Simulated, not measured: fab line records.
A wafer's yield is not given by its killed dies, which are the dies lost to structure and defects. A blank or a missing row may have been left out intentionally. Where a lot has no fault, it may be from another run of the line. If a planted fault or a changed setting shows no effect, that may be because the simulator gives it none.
Chamber matching ; flow nand harc ; NHARC_P_CONTACT_CMP_24 on cmp-03: 4 sister chambers
The step polishes, t overpolish 30 s, target thk 200 nm. 4 wafers are shown with their chamber, then 9 later ones without.

WAFERS PAIRED WITH THEIR CHAMBERS
wafer;chamber;motor current A (A)
L087.4;3;14.8
L089.6;2;10.4
L091.5;1;12.4
L091.6;0;12.6

WAFERS WITH NO CHAMBER GIVEN
wafer;motor current A (A)
L093.2;13.8
L093.3;12.5
L093.6;12.6
L092.3;11.9
L092.5;14.7
L092.6;9.8
L097.2;15.2
L097.3;10.6
L097.6;14.2

WHICH CHAMBER EACH ONE RAN IN
wafer;from the rows above;in truth
L093.2;can't be placed: 3 or 0 or 1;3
L093.3;can't be placed: 0 or 1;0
L093.6;can't be placed: 0 or 1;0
L092.3;can't be placed: 1 or 0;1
L092.5;3;3
L092.6;2;2
L097.2;3;3
L097.3;2;2
L097.6;3;3
Placed correctly: 5 of 9. Not placeable from these rows: 4 (in 4, the candidates include the true chamber). 0 placed wrongly.
How it was worked out, from the rows above alone: a wafer's distance from a chamber is the root of the sum, over the readings, of the square of ((its reading less the chamber's mean) divided by the reading's scatter). If the next closest chamber is less than 2 further off than the closest, the wafer can't be placed; otherwise it belongs to the closest. For every chamber, the mean is computed from those of its wafers that are shown. The scatter (one wafer shown for each chamber): square how far every hidden wafer sits from the nearest shown wafer, average those squares and take the square root.
